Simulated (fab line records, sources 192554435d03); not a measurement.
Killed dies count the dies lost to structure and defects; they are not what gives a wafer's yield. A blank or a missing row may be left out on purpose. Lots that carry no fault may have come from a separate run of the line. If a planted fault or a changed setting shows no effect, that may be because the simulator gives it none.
fab line records	flow n5-finfet	part 1 of 2: steps 1 to 18 of 19
record: lots: 6	wafers: 18	last-day: 20
route steps=1938 shown BEOL_M2@868 BEOL_M4@1111 PASSIVATION@1936
lots with no fault: from the same line, run without faults
start-h: the number of hours between the record's first day and the start of the first shown wafer of the lot	wait-h: how many hours have passed since the lot's step before this one	" as in the row above	L1.1+2: a single row standing in for several wafers	- either no value or no given start	* or withheld: withheld	< > ~ a bound
route shown NAME@n: a module of which the file shows steps, and the number in the route of the first	usual: mean/standard deviation of fault-free wafers	same: alike in all rows	chamber/n: place in a boat	sites: per-site readings	_std_site: the values' standard deviation	_edge_site: inner sites' mean taken away from outer sites' mean	radius-mm: for every site, how far away it sits from the centre of the wafer	mask NAME#n: copy n	behind: tool/chamber where the wafer was last shaped	hold: reason for holding the lot/hours on hold/outcome of the hold	device: names the non-switching transistor (n, p or np)	end of line: tests of these same wafers at the route's end	where a step has no rows: the recipe by itself	killed: dies that structure and defects cost at the first sort, which is not the same as the wafer's yield	map: a wafer's dies, x killed, . not, _ none there
set.NAME: the setting the step ran with; set.NAME@STEP: the setting that earlier step ran with	model.NAME: the simulator's own value behind a step, which no gauge read
a table for each step, a row for each wafer; lots at some steps of the route
services: a tool's chamber out of use, with start hour (start-h, from the record's first day; less than 0 if before it), hours out, and reason
== steps ==
step: N5_BEOL_M2_COAT_68
recipe: resist: SiARC	temp-c: 220	time-s: 60	spin-rpm: 1500	resist-thk-nm: 12
step: N5_BEOL_M2_COAT_76
recipe: resist: underlayer	temp-c: 205	time-s: 60	spin-rpm: 1500	resist-thk-nm: 5
step: N5_BEOL_M2_COAT_22
recipe: resist: CAR-EUV	spin-rpm: 1500	resist-thk-nm: 30
step: N5_BEOL_M2_EBR_24
recipe: solvent: PGMEA	ebr-width-mm: 1.5
step: N5_BEOL_M2_SOFTBAKE_23
recipe: temp-c: 110	time-s: 60	resist: CAR-EUV
step: N5_BEOL_M2_EXPOSE_25
recipe: mask-id: V1	na: 0.33	source-shape: quasar	sigma-inner: 0.2	sigma-outer: 0.8	polarization: unpolarized	defocus-nm: 5	dose-mj: 63
step: N5_BEOL_M2_PEB_26
recipe: peb-temp-c: 100	peb-time-s: 60	resist: CAR-EUV
step: N5_BEOL_M2_DEVELOP_27
recipe: develop-time-s: 30	developer: TMAH	resist: CAR-EUV	rinse-liquid: surfactant-rinse	dry: air-spin	dev-temp-c: 23
step: N5_BEOL_M2_CD_MEAS_28
recipe: target-cd-nm: 26.2	landing-energy-ev: 500	detector: se-inlens	target-cd-y-nm: 24.1	polarity: opening
usual: cd-nm: 26.17/0.21
lot.wafer	tool	chamber	start-h	wait-h	cd-nm
L611.1	cd-sem-01	0	180.26	-	26.42
L611.3	"	0	"	"	26.18
L611.6	"	0	"	"	26.19
L613.2	cd-sem-03	0	203.10	-	26.14
L613.5	"	0	"	"	25.83
L613.6	"	0	"	"	26.03
L623.1	cd-sem-01	0	260.29	-	26.51
L623.4	"	0	"	"	25.89
L623.6	"	0	"	"	26.35
L624.2	cd-sem-01	0	263.63	-	26.00
L624.3	"	0	"	"	25.90
L624.6	"	0	"	"	26.19
L620.1	cd-sem-03	0	279.37	-	26.06
L620.3	"	0	"	"	25.99
L620.5	"	0	"	"	26.02
L625.2	cd-sem-01	0	285.63	-	26.16
L625.3	"	0	"	"	26.49
L625.5	"	0	"	"	26.39
step: N5_BEOL_M2_OVL_MEAS_29
recipe: points-per-wafer: 522
usual: V1_OVL: -0.1/0.81
lot.wafer	tool	chamber	start-h	wait-h	V1_OVL[nm]
L611.1	overlay-02	0	180.29	0.0	0.5
L611.3	"	0	"	"	-1.2
L611.6	"	0	"	"	-0.2
L613.2	overlay-02	0	203.13	0.0	0.9
L613.5	"	0	"	"	0.0
L613.6	"	0	"	"	0.1
L623.1	overlay-01	0	260.32	0.0	0.4
L623.4	"	0	"	"	-1.1
L623.6	"	0	"	"	-0.4
L624.2	overlay-02	0	263.66	0.0	0.7
L624.3	"	0	"	"	0.9
L624.6	"	0	"	"	0.8
L620.1	overlay-01	0	279.40	0.0	-0.7
L620.3	"	0	"	"	-0.4
L620.5	"	0	"	"	-0.9
L625.2	overlay-02	0	285.67	0.0	0.2
L625.3	"	0	"	"	0.4
L625.5	"	0	"	"	0.7
step: N5_BEOL_M2_INSPECT_30
recipe: mode: adi	inspect-instrument: brightfield
usual: raw-defect-count: 392/92
lot.wafer	tool	chamber	start-h	wait-h	raw-defect-count
L611.1	defect-inspect-01	-	180.35	0.1	347
L611.3	"	-	"	"	272
L611.6	"	-	"	"	229
L613.2	defect-inspect-02	-	203.18	0.0	314
L613.5	"	-	"	"	373
L613.6	"	-	"	"	428
L623.1	defect-inspect-02	-	260.37	0.1	353
L623.4	"	-	"	"	336
L623.6	"	-	"	"	508
L624.2	defect-inspect-02	-	263.71	0.0	649
L624.3	"	-	"	"	662
L624.6	"	-	"	"	606
L620.1	defect-inspect-02	-	279.46	0.1	287
L620.3	"	-	"	"	354
L620.5	"	-	"	"	411
L625.2	defect-inspect-02	-	285.72	0.0	246
L625.3	"	-	"	"	341
L625.5	"	-	"	"	406
step: N5_BEOL_M2_DESCUM_33
recipe: chemistry: O2	time-s: 7	source-power-w: 50	bias-power-w: 20	pressure-mtorr: 20	rf-frequency-hz: 2.712e+07	temp-c: 40	resist: CAR-EUV	o2-flow-sccm: 225
usual: drypump-motor-current-A: 5.48/0.22	oes-product-au: 0.79/0.079	rf-vpp-V: 243.1/1.3	showerhead-plenum-p-Torr: 2.09/0.075	throttle-valve-pct: 20.42/0.24
same: time-s: 7
lot.wafer	tool	chamber	start-h	wait-h	drypump-motor-current-A	oes-product-au	rf-hours-counter-h	rf-vpp-V	showerhead-plenum-p-Torr	throttle-valve-pct
L611.1	rie-diel-03	1	181.03	0.7	5.47	0.89	42	244.6	2.12	19.98
L611.3	"	2	"	"	5.62	0.75	147	241.5	1.91	20.37
L611.6	"	3	"	"	5.33	0.87	-	242.2	2.13	20.67
L613.2	rie-diel-05	0	203.22	0.0	5.12	0.74	177	243.6	2.17	20.77
L613.5	"	0	"	"	5.12	0.74	-	244.1	2.17	20.79
L613.6	"	1	"	"	5.54	0.95	-	243.9	2.15	20.37
L623.1	rie-diel-03	0	260.41	0.0	5.46	0.71	190	245.0	2.09	20.44
L623.4	"	1	"	"	5.42	0.85	67	244.6	2.11	20.02
L623.6	"	1	"	"	5.42	0.86	-	243.4	2.11	20.02
L624.2	rie-diel-06	2	263.76	0.0	5.30	0.70	221	242.1	2.07	20.25
L624.3	"	3	"	"	5.33	0.77	157	242.8	2.10	20.61
L624.6	"	2	"	"	5.29	0.70	-	242.9	2.07	20.24
L620.1	rie-diel-05	0	279.49	0.0	5.14	0.72	200	244.8	2.16	20.82
L620.3	"	1	"	"	5.54	0.90	31	243.4	2.14	20.42
L620.5	"	3	"	"	5.61	0.87	-	243.2	2.13	20.34
L625.2	rie-diel-03	0	285.75	0.0	5.45	0.71	198	244.1	2.08	20.45
L625.3	"	3	"	"	5.30	0.82	80	244.3	2.12	20.74
L625.5	"	1	"	"	5.45	0.85	-	243.0	2.11	20.05
step: N5_BEOL_M2_ETCH_77
recipe: chemistry: N2/H2	target: underlayer	target-depth-a: 65	mask-material: CAR-EUV	time-s: 5.2	ion-energy-ev: 200	pressure-mtorr: 30	source-w: 840	bias-w: 150	n2-flow-sccm: 200	h2-flow-sccm: 200	ends: cleared
usual: bias-w: 150.0/0.46	chamber-pressure-mTorr: 30.01/0.039	drypump-motor-current-A: 5.49/0.21	etch-rf-on-time-s: 5.23/0.085	h2-flow-sccm: 200.1/0.6	oes-product-au: 0.67/0.067	rf-vpp-V: 523.9/2.7	showerhead-plenum-p-Torr: 2.54/0.086	throttle-valve-pct: 17.83/0.2
lot.wafer	tool	chamber	start-h	wait-h	bias-w	chamber-pressure-mTorr	drypump-motor-current-A	etch-rf-on-time-s	h2-flow-sccm	oes-product-au	rf-hours-counter-h	rf-vpp-V	showerhead-plenum-p-Torr	throttle-valve-pct	model.CAR-EUV_of_BEOL_M2_COAT_22.thk-nm
L611.1	rie-diel-03	1	181.06	0.0	149.8	30.05	5.44	5.25	200.0	0.75	42	525.2	2.58	17.47	20.4
L611.3	"	2	"	"	149.9	30.00	5.59	5.27	200.8	0.63	147	519.5	2.34	17.85	20.4
L611.6	"	3	"	"	150.4	30.01	5.25	5.24	200.5	0.72	-	523.5	2.58	18.01	20.4
L613.2	rie-diel-05	0	203.25	0.0	150.8	29.98	5.11	5.30	200.1	0.62	177	528.1	2.64	18.14	20.4
L613.5	"	0	"	"	150.9	30.03	5.11	5.30	200.2	0.62	-	529.0	2.63	18.15	20.4
L613.6	"	1	"	"	149.8	29.97	5.56	5.05	200.0	0.81	-	526.0	2.61	17.82	20.4
L623.1	rie-diel-03	0	260.44	0.0	-	-	-	-	-	-	-	-	-	-	26
L623.4	"	1	"	"	-	-	-	-	-	-	-	-	-	-	26.2
L623.6	"	1	"	"	-	-	-	-	-	-	-	-	-	-	26
L624.2	rie-diel-06	2	263.79	0.0	150.5	30.01	5.29	5.23	201.3	0.60	221	522.3	2.51	17.71	20.4
L624.3	"	3	"	"	150.8	30.04	5.35	5.20	200.0	0.65	157	524.3	2.54	18.04	20.4
L624.6	"	2	"	"	150.8	30.08	5.30	5.23	201.8	0.60	-	524.1	2.51	17.68	20.6
L620.1	rie-diel-05	0	279.52	0.0	-	-	-	-	-	-	-	-	-	-	26.2
L620.3	"	1	"	"	-	-	-	-	-	-	-	-	-	-	26
L620.5	"	3	"	"	-	-	-	-	-	-	-	-	-	-	26.2
L625.2	rie-diel-03	0	285.79	0.0	150.0	30.00	5.48	5.28	200.5	0.60	198	523.6	2.53	17.86	20.2
L625.3	"	3	"	"	150.5	30.04	5.34	5.20	200.6	0.69	80	524.3	2.57	18.05	20.2
L625.5	"	1	"	"	150.4	30.05	5.46	5.22	199.0	0.71	-	524.1	2.56	17.52	20.2
step: N5_BEOL_M2_ETCH_69
recipe: chemistry: CF4	target: SiARC	target-depth-a: 156	mask-material: CAR-EUV	time-s: 26	ion-energy-ev: 80	pressure-mtorr: 40	source-w: 545	bias-w: 36	Ar_flow_sccm: 100	cf4-flow-sccm: 100	ends: cleared
usual: bias-w: 36.01/0.12	cf4-flow-sccm: 99.98/0.29	drypump-motor-current-A: 5.48/0.22	etch-rf-on-time-s: 26.1/0.42	oes-product-au: 0.67/0.066	rf-vpp-V: 184.0/1.4	showerhead-plenum-p-Torr: 2.14/0.068	throttle-valve-pct: 15.61/0.22
lot.wafer	tool	chamber	start-h	wait-h	bias-w	cf4-flow-sccm	drypump-motor-current-A	etch-rf-on-time-s	oes-product-au	rf-hours-counter-h	rf-vpp-V	showerhead-plenum-p-Torr	throttle-valve-pct
L611.1	rie-diel-03	1	181.08	0.0	36.04	99.86	5.45	26.0	0.76	42	183.7	2.17	15.16
L611.3	"	2	"	"	35.87	99.95	5.59	26.3	0.64	147	182.9	1.98	15.68
L611.6	"	3	"	"	36.01	100.33	5.25	26.3	0.72	-	186.4	2.17	15.76
L613.2	rie-diel-05	0	203.27	0.0	36.15	99.83	5.11	26.5	0.62	177	185.1	2.22	15.97
L613.5	"	0	"	"	35.87	100.31	5.11	26.6	0.63	-	185.6	2.22	15.96
L613.6	"	1	"	"	36.27	99.88	5.49	25.5	0.81	-	184.6	2.19	15.42
L623.1	rie-diel-03	0	260.46	0.0	36.02	99.54	5.44	26.3	0.61	190	184.6	2.13	15.66
L623.4	"	1	"	"	35.84	100.32	5.46	25.5	0.73	67	184.6	2.16	15.24
L623.6	"	1	"	"	36.03	99.93	5.46	25.6	0.72	-	183.7	2.16	15.23
L624.2	rie-diel-06	2	263.81	0.0	35.97	99.67	5.26	25.9	0.60	221	186.2	2.12	15.51
L624.3	"	3	"	"	35.99	100.10	5.32	26.0	0.66	157	183.9	2.14	15.75
L624.6	"	2	"	"	36.00	99.77	5.27	26.0	0.60	-	181.9	2.12	15.51
L620.1	rie-diel-05	0	279.54	0.0	35.98	99.06	5.13	26.0	0.62	200	184.4	2.21	16.00
L620.3	"	1	"	"	35.73	99.79	5.54	25.1	0.77	31	185.9	2.18	15.47
L620.5	"	3	"	"	36.05	99.58	5.59	26.0	0.73	-	183.8	2.18	15.49
L625.2	rie-diel-03	0	285.81	0.0	36.27	99.98	5.42	26.1	0.61	198	182.2	2.13	15.69
L625.3	"	3	"	"	35.98	99.77	5.28	25.8	0.70	80	185.1	2.16	15.83
L625.5	"	1	"	"	36.09	99.56	5.43	25.9	0.71	-	185.3	2.16	15.26
step: N5_BEOL_M2_ALD_98
recipe: material: SiO2	target-thk-a: 25	temp-c: 100	ald-precursor-family: BDEAS	ald-co-reactant: O2-plasma	pulse-time-s: 1	co-reactant-pulse-time-s: 1	purge-time-s: 2	co-reactant-purge-time-s: 2	ald-cycles: 17	pressure-torr: 2
usual: heater-power-w: 76/7.9	precursor-pulse-height-rel: 1.002/0.024
lot.wafer	tool	chamber	start-h	wait-h	heater-power-w	precursor-pulse-height-rel
L611.1	ald-sin-01	2	181.28	0.2	69	0.986
L611.3	"	1	"	"	74	0.992
L611.6	"	2	"	"	68	1.021
L613.2	ald-sin-02	0	203.79	0.5	76	0.991
L613.5	"	0	"	"	78	0.985
L613.6	"	1	"	"	69	1.021
L623.1	ald-sin-02	0	260.91	0.4	78	0.982
L623.4	"	1	"	"	72	1.014
L623.6	"	0	"	"	78	1.008
L624.2	ald-sin-04	2	264.14	0.3	72	1.026
L624.3	"	3	"	"	69	0.988
L624.6	"	1	"	"	66	0.991
L620.1	ald-sin-04	3	280.15	0.6	71	0.992
L620.3	"	0	"	"	78	1.025
L620.5	"	0	"	"	79	1.002
L625.2	ald-sin-04	3	285.89	0.1	70	1.049
L625.3	"	0	"	"	78	0.970
L625.5	"	1	"	"	67	1.005
step: N5_BEOL_M2_ETCHBACK_99
recipe: chemistry: CHF3	target: SiO2	target-depth-a: 50	time-s: 10.4	source-w: 215	bias-w: 47	Ar_flow_sccm: 200	CHF3_flow_sccm: 12	ion-energy-ev: 100	pressure-mtorr: 30
usual: drypump-motor-current-A: 5.49/0.21	oes-product-au: 0.78/0.074	rf-vpp-V: 241.4/2.1	showerhead-plenum-p-Torr: 2.14/0.074	throttle-valve-pct: 17.06/0.22
same: time-s: 10.4
lot.wafer	tool	chamber	start-h	wait-h	drypump-motor-current-A	oes-product-au	rf-hours-counter-h	rf-vpp-V	showerhead-plenum-p-Torr	throttle-valve-pct	model.CAR-EUV_of_BEOL_M2_COAT_22.thk-nm
L611.1	rie-diel-05	0	185.07	3.7	5.12	0.75	170	238.3	2.23	17.37	10.4
L611.3	"	2	"	"	5.90	0.71	202	245.4	2.14	17.01	10.4
L611.6	"	0	"	"	5.11	0.73	-	239.3	2.23	17.37	10.4
L613.2	rie-diel-05	0	208.65	4.8	5.12	0.74	179	240.1	2.23	17.36	10.6
L613.5	"	2	"	"	5.92	0.71	-	245.0	2.14	17.03	10.6
L613.6	"	1	"	"	5.58	0.95	-	244.1	2.20	16.87	10.6
L623.1	rie-diel-05	0	286.75	25.8	5.12	0.72	203	239.8	2.22	17.42	16.2
L623.4	"	1	"	"	5.50	0.89	34	242.2	2.19	16.93	16.2
L623.6	"	0	"	"	5.12	0.72	-	238.6	2.22	17.43	16.2
L624.2	rie-diel-03	2	290.57	26.4	5.61	0.72	181	239.1	1.97	17.19	10.6
L624.3	"	3	"	"	5.27	0.83	81	240.5	2.17	17.27	10.6
L624.6	"	3	"	"	5.29	0.82	-	243.1	2.17	17.29	10.6
L620.1	rie-diel-05	3	290.77	10.6	5.61	0.85	70	241.1	2.18	16.95	16.2
L620.3	"	0	"	"	5.12	0.71	204	239.2	2.22	17.43	16.2
L620.5	"	2	"	"	5.92	0.69	-	244.6	2.13	17.07	16.2
L625.2	rie-diel-06	0	302.46	16.5	5.52	0.70	227	240.8	2.04	17.34	10.2
L625.3	"	3	"	"	5.33	0.75	175	242.1	2.15	17.26	10.4
L625.5	"	0	"	"	5.50	0.70	-	239.8	2.04	17.35	10.2
step: N5_BEOL_M2_ETCH_70
recipe: chemistry: N2/H2	target: SOC	target-depth-a: 800	overetch-a: 240	mask-material: SiARC	temp-c: 40	time-s: 130	ion-energy-ev: 200	pressure-mtorr: 30	source-w: 840	bias-w: 150	n2-flow-sccm: 200	h2-flow-sccm: 200
usual: bias-w: 150.0/0.43	chamber-pressure-mTorr: 30.000/0.026	drypump-motor-current-A: 5.50/0.21	h2-flow-sccm: 199.9/0.57	oes-product-au: 0.58/0.051	rf-vpp-V: 523.4/2.6	showerhead-plenum-p-Torr: 2.52/0.09	throttle-valve-pct: 17.79/0.21
same: time-s: 130
lot.wafer	tool	chamber	start-h	wait-h	bias-w	chamber-pressure-mTorr	drypump-motor-current-A	h2-flow-sccm	oes-product-au	rf-hours-counter-h	rf-vpp-V	showerhead-plenum-p-Torr	throttle-valve-pct
L611.1	rie-diel-05	0	185.11	0.0	149.9	30.016	5.12	200.0	0.55	170	525.9	2.64	18.07
L611.3	"	2	"	"	149.6	30.041	5.91	199.8	0.53	202	522.1	2.52	17.64
L611.6	"	0	"	"	149.5	29.965	5.11	201.3	0.55	-	526.8	2.64	18.10
L613.2	rie-diel-05	0	208.69	0.0	149.5	29.999	5.12	200.1	0.54	179	526.4	2.63	18.10
L613.5	"	2	"	"	149.6	29.987	5.87	200.2	0.53	-	524.2	2.52	17.65
L613.6	"	1	"	"	150.2	30.032	5.57	199.9	0.69	-	525.1	2.60	17.76
L623.1	rie-diel-05	0	286.79	0.0	150.1	30.004	5.11	200.4	0.53	203	525.8	2.62	18.15
L623.4	"	1	"	"	150.0	29.961	5.60	199.9	0.65	34	526.0	2.59	17.80
L623.6	"	0	"	"	150.5	29.984	5.13	200.6	0.53	-	526.3	2.62	18.13
L624.2	rie-diel-03	2	290.61	0.0	150.1	29.952	5.61	200.4	0.53	181	517.9	2.32	17.86
L624.3	"	3	"	"	150.7	29.971	5.30	199.2	0.60	81	524.4	2.57	18.02
L624.6	"	3	"	"	150.8	29.984	5.32	200.4	0.60	-	524.1	2.57	18.02
L620.1	rie-diel-05	3	290.80	0.0	150.8	30.032	5.61	200.6	0.62	70	524.1	2.58	17.69
L620.3	"	0	"	"	149.3	30.009	5.12	200.7	0.53	204	526.7	2.62	18.16
L620.5	"	2	"	"	150.5	30.012	5.88	201.1	0.52	-	522.5	2.51	17.70
L625.2	rie-diel-06	0	302.50	0.0	150.5	29.969	5.55	199.4	0.52	227	520.3	2.40	18.03
L625.3	"	3	"	"	149.5	29.981	5.34	199.7	0.55	175	522.7	2.54	18.06
L625.5	"	0	"	"	150.1	29.982	5.55	199.8	0.53	-	519.4	2.40	18.02
step: N5_BEOL_M4_RC_MEAS_101
usual: DIBL_N: 36.3/1.2	DIBL_P: 36.3/1.4	IOFF_N: 0.160/0.02	IOFF_P: 0.210/0.025	ION_N: 675/9.5	ION_P: 462/7	SS_N: 71.5/0.53	SS_P: 73.4/0.55	VT_N: 249.5/2.6	VT_P: -250.1/2.9
lot.wafer	tool	chamber	start-h	wait-h	DIBL_N[mV/V]	DIBL_P[mV/V]	IOFF_N[nA/um]	IOFF_P[nA/um]	ION_N[uA/um]	ION_P[uA/um]	SS_N[mV/dec]	SS_P[mV/dec]	VT_N[mV]	VT_P[mV]
L611.1	prober-02	0	224.09	0.0	36.8	37.7	0.178	0.248	679	473	71.4	73.9	246.7	-248.9
L611.3	"	0	"	"	35.2	35.9	0.156	0.214	674	466	70.7	73.3	249.8	-250.2
L611.6	"	0	"	"	36.1	37.0	0.166	0.238	685	472	71.2	73.7	250.6	-248.5
L613.2	prober-01	0	266.73	0.2	35.7	34.4	0.146	0.208	672	463	70.5	72.9	249.7	-247.3
L613.5	"	0	"	"	38.0	37.1	0.197	0.260	687	479	71.3	74.1	245.6	-245.5
L613.6	"	0	"	"	36.6	35.8	0.168	0.246	677	471	71.3	73.0	247.9	-244.0
L623.1	prober-01	0	334.37	0.0	34.5	34.8	0.144	0.179	673	456	70.2	71.9	251.6	-254.8
L623.4	"	0	"	"	35.2	36.1	0.167	0.198	684	467	70.8	73.4	247.0	-250.6
L623.6	"	0	"	"	35.2	35.1	0.160	0.185	675	458	71.4	72.3	249.6	-254.0
L620.1	prober-02	0	340.93	0.0	36.8	35.9	0.166	0.219	687	469	70.9	73.9	250.1	-247.4
L620.3	"	0	"	"	36.7	34.8	0.151	0.198	675	460	71.4	73.7	250.3	-250.7
L620.5	"	0	"	"	35.4	33.9	0.135	0.179	671	462	70.9	73.3	252.3	-251.9
L624.2	prober-01	0	344.78	0.2	35.6	36.0	0.156	0.203	679	467	71.0	73.2	250.4	-251.1
L624.3	"	0	"	"	34.5	34.2	0.126	0.171	667	456	70.7	72.8	252.0	-252.9
L624.6	"	0	"	"	35.7	35.7	0.150	0.198	676	461	70.9	73.6	252.8	-251.7
L625.2	prober-02	0	363.44	0.2	35.5	36.3	0.164	0.216	691	475	71.3	73.3	245.8	-247.9
L625.3	"	0	"	"	35.2	35.8	0.151	0.197	676	461	70.9	73.0	248.9	-248.3
L625.5	"	0	"	"	36.0	36.6	0.176	0.216	688	468	71.5	73.1	245.0	-248.6
== key ==
first-sign: step: N5_BEOL_M2_ETCH_77	reading: tool-record	direction: missing
effect none on later readings
model-effect: step: N5_BEOL_M2_ETCH_77	value: CAR-EUV_of_BEOL_M2_COAT_22.thk-nm	without: 20.4	struck: 26.1
model-effect: step: N5_BEOL_M2_ETCHBACK_99	value: CAR-EUV_of_BEOL_M2_COAT_22.thk-nm	without: 10.43	struck: 16.2
met-at N5_BEOL_M2_ETCH_77
struck-wafers L620.1,L620.3,L620.5,L623.1,L623.4,L623.6
onset-between 203.25 260.44
fault: kind: skipped-step-whole	tool: rie-diel-03,rie-diel-05	chamber: -	onset-h: 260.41	steps: N5_BEOL_M2_ETCH_77	scope: struck-lots-only
